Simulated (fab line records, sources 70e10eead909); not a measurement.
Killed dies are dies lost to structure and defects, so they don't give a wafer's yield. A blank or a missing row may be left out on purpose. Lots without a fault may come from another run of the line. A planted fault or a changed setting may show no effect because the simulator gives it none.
Chamber matching | flow nand_harc | NHARC_A_CHANNEL_FILL_D2_ALD_16 on ald_hk-01: 4 sister chambers
The step deposits SiO2, target thk 1.5 nm, pulse time 10 s, ald cycles 15. 8 wafers are shown with their chamber, then 9 later ones without.

WAFERS WITH THEIR CHAMBER
wafer  | chamber | heater_power_w (W) | precursor_pulse_height_rel
L074.6 | 2       | 491                | 1.012
L081.4 | 0       | 461                | 0.987
L084.4 | 2       | 507                | 0.979
L085.2 | 1       | 491                | 0.998
L085.6 | 1       | 486                | 0.988
L089.2 | 0       | 457                | 1.019
L089.4 | 3       | 504                | 0.951
L089.5 | 3       | 525                | 1.024

WAFERS WITHOUT THEIR CHAMBER
wafer  | heater_power_w (W) | precursor_pulse_height_rel
L094.1 | 518                | 1.007
L094.2 | 454                | 1.018
L094.3 | 479                | 0.986
L096.1 | 487                | 1.020
L096.4 | 464                | 1.001
L096.6 | 481                | 1.003
L097.1 | 504                | 0.965
L097.3 | 493                | 0.967
L097.5 | 514                | 1.006

WHICH CHAMBER EACH WENT THROUGH
wafer  | from the rows above          | in truth
L094.1 | can't be placed: 3 or 2      | 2
L094.2 | 0                            | 0
L094.3 | can't be placed: 1 or 2 or 0 | 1
L096.1 | can't be placed: 1 or 2      | 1
L096.4 | 0                            | 0
L096.6 | can't be placed: 1 or 2 or 0 | 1
L097.1 | can't be placed: 2 or 3 or 1 | 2
L097.3 | can't be placed: 1 or 2 or 3 | 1
L097.5 | can't be placed: 3 or 2      | 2
Placed correctly: 2 of 9. Can't be placed from these rows: 7 (the true chamber is among the candidates in 7). Placed wrongly: 0.
How it was worked out, from the rows above alone: a wafer's distance from a chamber is the root of the sum, over the readings, of the square of ((its reading less the chamber's mean) divided by the reading's scatter). The wafer belongs to the nearest chamber; if the next one is less than 2 further off, it can't be placed. A chamber's mean is the mean of its shown wafers. The scatter: the root of (the sum of the squares of (reading less its chamber's mean) over the shown wafers, divided by (wafers less chambers)).
